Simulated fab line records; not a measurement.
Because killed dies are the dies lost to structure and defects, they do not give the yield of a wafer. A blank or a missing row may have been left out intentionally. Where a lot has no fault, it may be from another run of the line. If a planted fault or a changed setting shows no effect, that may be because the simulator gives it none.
Matching of chambers :: flow n5_finfet :: 4 sister chambers for N5_BEOL_M7_ETCH_72 on rie_diel-06
The step etches underlayer in N2/H2, target depth 6.5 nm, time 5.2 s. 4 wafers are shown with their chamber, then 7 later ones without.

## WAFERS, EACH WITH ITS CHAMBER
wafer: L086.1
chamber: 3
showerhead_plenum_p_Torr (Torr): 2.65

wafer: L086.3
chamber: 1
showerhead_plenum_p_Torr (Torr): 2.49

wafer: L089.2
chamber: 0
showerhead_plenum_p_Torr (Torr): 2.40

wafer: L089.4
chamber: 2
showerhead_plenum_p_Torr (Torr): 2.48

## WAFERS WITH NO CHAMBER GIVEN
wafer: L089.5
showerhead_plenum_p_Torr (Torr): 2.64

wafer: L092.1
showerhead_plenum_p_Torr (Torr): 2.64

wafer: L092.2
showerhead_plenum_p_Torr (Torr): 2.40

wafer: L092.3
showerhead_plenum_p_Torr (Torr): 2.48

wafer: L095.1
showerhead_plenum_p_Torr (Torr): 2.64

wafer: L095.3
showerhead_plenum_p_Torr (Torr): 2.48

wafer: L095.6
showerhead_plenum_p_Torr (Torr): 2.47

## WHICH CHAMBER EACH ONE RAN IN
wafer: L089.5
from the rows above: 3
in truth: 3

wafer: L092.1
from the rows above: 3
in truth: 3

wafer: L092.2
from the rows above: 0
in truth: 0

wafer: L092.3
from the rows above: can't be placed: 2 or 1
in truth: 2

wafer: L095.1
from the rows above: 3
in truth: 3

wafer: L095.3
from the rows above: can't be placed: 2 or 1
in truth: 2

wafer: L095.6
from the rows above: can't be placed: 2 or 1
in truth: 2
Correctly placed: 4 of 7. From these rows, 3 cannot be placed; in 3 the true chamber is one of the candidates. Wrongly placed: 0.
How it was worked out, from the rows above alone: a wafer's distance from a chamber is the root of the sum, over the readings, of the square of ((its reading less the chamber's mean) divided by the reading's scatter). If the next closest chamber is less than 2 further off than the closest, the wafer can't be placed; otherwise it belongs to the closest. A chamber's mean is the mean of its shown wafers. The scatter: root of mean squared gap, hidden wafer to nearest shown wafer, with one shown wafer a chamber.
